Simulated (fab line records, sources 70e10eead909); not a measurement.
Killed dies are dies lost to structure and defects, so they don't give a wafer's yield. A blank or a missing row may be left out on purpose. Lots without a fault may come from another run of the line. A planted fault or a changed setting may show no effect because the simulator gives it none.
Problem report in the 8D (eight disciplines) form, filled by code | flow nand_harc | the parts of the form that need people (team, actions taken, sign-off) are left out

1. THE PROBLEM
time_to_endpoint_s at NHARC_A_M0_CMP_23 reads a mean of 43.9 s on 2 wafers of 1 lot; wafers without a fault read 28.6 s with a standard deviation of 2.5. That is +6.1 standard deviations from the usual mean.
The step: polishes, t overpolish 20 s, target thk 113.75 nm.
First seen on wafer L647.2, day 30 08:50, on cmp-03. The record holds 36 wafers of 12 lots with a number at this step. Rule for "out", or "out of limits": more than 4 standard deviations from the usual mean. The other wafers with a number count as sound.

2. WHAT IT IS AND WHAT IT IS NOT
question                    | is                 | is not
which readings at this step | time_to_endpoint_s | motor_current_A, pad_life_wafers, slurry_filter_dp_kPa
which lots                  | L647               | L629, L630, L632, L633, L634, L635, L637, L642, L649, L650, L651
which wafers of those lots  | L647.2, L647.4     | L647.5
read on which tools         | cmp-03             | cmp-01, cmp-04
when                        | from day 30 08:50  | up to then (25 sound wafers); but 9 sound wafers of L649, L650, L651 came after

3. SUSPECTS, AND WHAT RULES EACH OUT
Counting: a tool at a process step up to the reading stays a suspect if it ran every lot that is out. Sound lots after the first of them don't rule it out here, since some wafers of a struck lot are sound.
- ecd_cu-02 at NHARC_A_M0_ECD_22 (material Cu, target thk 400 nm): kept. It ran the lot that is out, L647 (day 30 08:10); its last sound lot up to then is L637 (day 26 17:54).
- cmp-03 at NHARC_A_M0_CMP_23 (polishes, t overpolish 20 s, target thk 113.75 nm): kept. It ran the lot that is out, L647 (day 30 08:50); its last sound lot up to then is L632 (day 23 18:22). Its own readings are out on those wafers: time_to_endpoint_s.
Left after counting: ecd_cu-02 at NHARC_A_M0_ECD_22, cmp-03 at NHARC_A_M0_CMP_23.

4. THE CAUSE (what the simulator had put in)
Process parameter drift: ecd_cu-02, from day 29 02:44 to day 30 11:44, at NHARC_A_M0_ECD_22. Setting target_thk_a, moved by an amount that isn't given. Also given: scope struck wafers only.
Counting left 2 suspects, and this tool is among them.

5. THE CHAIN OF EFFECTS, in route order
Each row: a reading whose mean over the struck wafers that have a number lies more than 3 standard deviations from the usual. Only readings for which the record gives a usual standard deviation are gone through. hours: the time from each lot's start at the first step in this table that gives one to its start at this step, as a median over the lots. sigmas: the change in usual standard deviations.
hours | step              | reading            | usual  | on struck wafers | change | sigmas
0     | NHARC_A_M0_CMP_23 | time_to_endpoint_s | 28.6 s | 43.9             | +15.3  | +6.1
The process steps in it:
- NHARC_A_M0_CMP_23: polishes, t overpolish 20 s, target thk 113.75 nm.
Later measuring or inspecting steps at which every struck wafer that the step has a row for has a number for every such reading, and none has moved that far: NHARC_A_M0_THK_MEAS_24.

6. WHAT WOULD HAVE CAUGHT IT SOONER
In this record the first reading out of limits was taken at day 30 08:50, 30 hours after the fault began at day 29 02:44.
Of the tool readings at NHARC_A_M0_ECD_22 for which the record gives a usual standard deviation, none was out on any struck wafer, so an alarm limit of 4 standard deviations on them would not have fired.
All the lots that are out (1) had begun NHARC_A_M0_ECD_22 on ecd_cu-02 by day 30 08:50. A hold on the tool at that time would have spared none of them.
